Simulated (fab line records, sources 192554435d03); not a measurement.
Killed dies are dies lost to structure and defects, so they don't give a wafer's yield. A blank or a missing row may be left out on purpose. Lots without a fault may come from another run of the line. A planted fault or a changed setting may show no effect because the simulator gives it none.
Chamber matching | flow n5_finfet | N5_BEOL_M8_ILD_DEP_00 on pecvd-02: 3 sister chambers
The step deposits SiCOH lowk from DEMS/porogen, target thk 179.75 nm, time 33.4 s. 20 wafers are shown with their chamber, then 10 later ones without.

WAFERS WITH THEIR CHAMBER
wafer  | chamber | throttle_valve_pct (%) | heater_power_w (W) | showerhead_plenum_p_Torr (Torr)
L074.1 | 1       | 13.3                   | 248                | 5.728
L074.2 | 2       | 13.0                   | 275                | 5.741
L074.6 | 1       | 13.5                   | 248                | 5.728
L081.1 | 0       | 14.0                   | 393                | 5.745
L081.3 | 2       | 13.1                   | 271                | 5.737
L081.5 | 2       | 13.4                   | 278                | 5.747
L084.2 | 2       | 13.3                   | 294                | 5.739
L084.3 | 1       | 13.2                   | 242                | 5.735
L084.6 | 0       | 14.1                   | 377                | 5.763
L086.1 | 2       | 13.2                   | 294                | 5.739
L086.2 | 1       | 13.5                   | 240                | 5.732
L086.3 | 0       | 14.2                   | 327                | 5.748
L089.1 | 0       | 13.9                   | 378                | 5.749
L089.2 | 2       | 13.2                   | 305                | 5.746
L089.5 | 0       | 14.2                   | 381                | 5.748
L088.2 | 1       | 13.3                   | 264                | 5.746
L088.3 | 0       | 14.0                   | 326                | 5.738
L088.5 | 0       | 14.2                   | 342                | 5.742
L090.3 | 0       | 14.2                   | 342                | 5.747
L090.5 | 1       | 13.3                   | 231                | 5.736

SIGNATURES (means of the wafers above)
reading                  | chamber 0 | chamber 1 | chamber 2 | scatter within a chamber
throttle_valve_pct       | 14.100    | 13.350    | 13.200    | 0.127
heater_power_w           | 358.25    | 245.50    | 286.17    | 19.6
showerhead_plenum_p_Torr | 5.74750   | 5.73417   | 5.74150   | 0.00632
Rule: a wafer's distance from a chamber is the root of the sum, over the readings, of the square of ((its reading less the chamber's mean) divided by the reading's scatter). The wafer belongs to the nearest chamber; if the next one is less than 2 further off, it can't be placed. The scatter: the root of (the sum of the squares of (reading less its chamber's mean) over the shown wafers, divided by (wafers less chambers)).

WAFERS WITHOUT THEIR CHAMBER
wafer  | throttle_valve_pct (%) | heater_power_w (W) | showerhead_plenum_p_Torr (Torr)
L090.6 | 14.3                   | 339                | 5.749
L093.1 | 13.3                   | 266                | 5.730
L093.3 | 13.1                   | 321                | 5.750
L093.6 | 14.3                   | 374                | 5.762
L094.2 | 13.6                   | 331                | 5.745
L094.3 | 14.3                   | 377                | 5.747
L094.5 | 13.3                   | 336                | 5.760
L097.1 | 13.1                   | 314                | 5.730
L097.2 | 14.4                   | 359                | 5.743
L097.3 | 13.3                   | 252                | 5.726

WHICH CHAMBER EACH WENT THROUGH
wafer  | from the rows above          | in truth
L090.6 | 0                            | 0
L093.1 | can't be placed: 1 or 2      | 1
L093.3 | 2                            | 2
L093.6 | 0                            | 0
L094.2 | can't be placed: 2 or 0 or 1 | 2
L094.3 | 0                            | 0
L094.5 | 2                            | 2
L097.1 | can't be placed: 2 or 1      | 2
L097.2 | 0                            | 0
L097.3 | can't be placed: 1 or 2      | 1
Placed correctly: 6 of 10. Can't be placed from these rows: 4 (the true chamber is among the candidates in 4). Placed wrongly: 0.
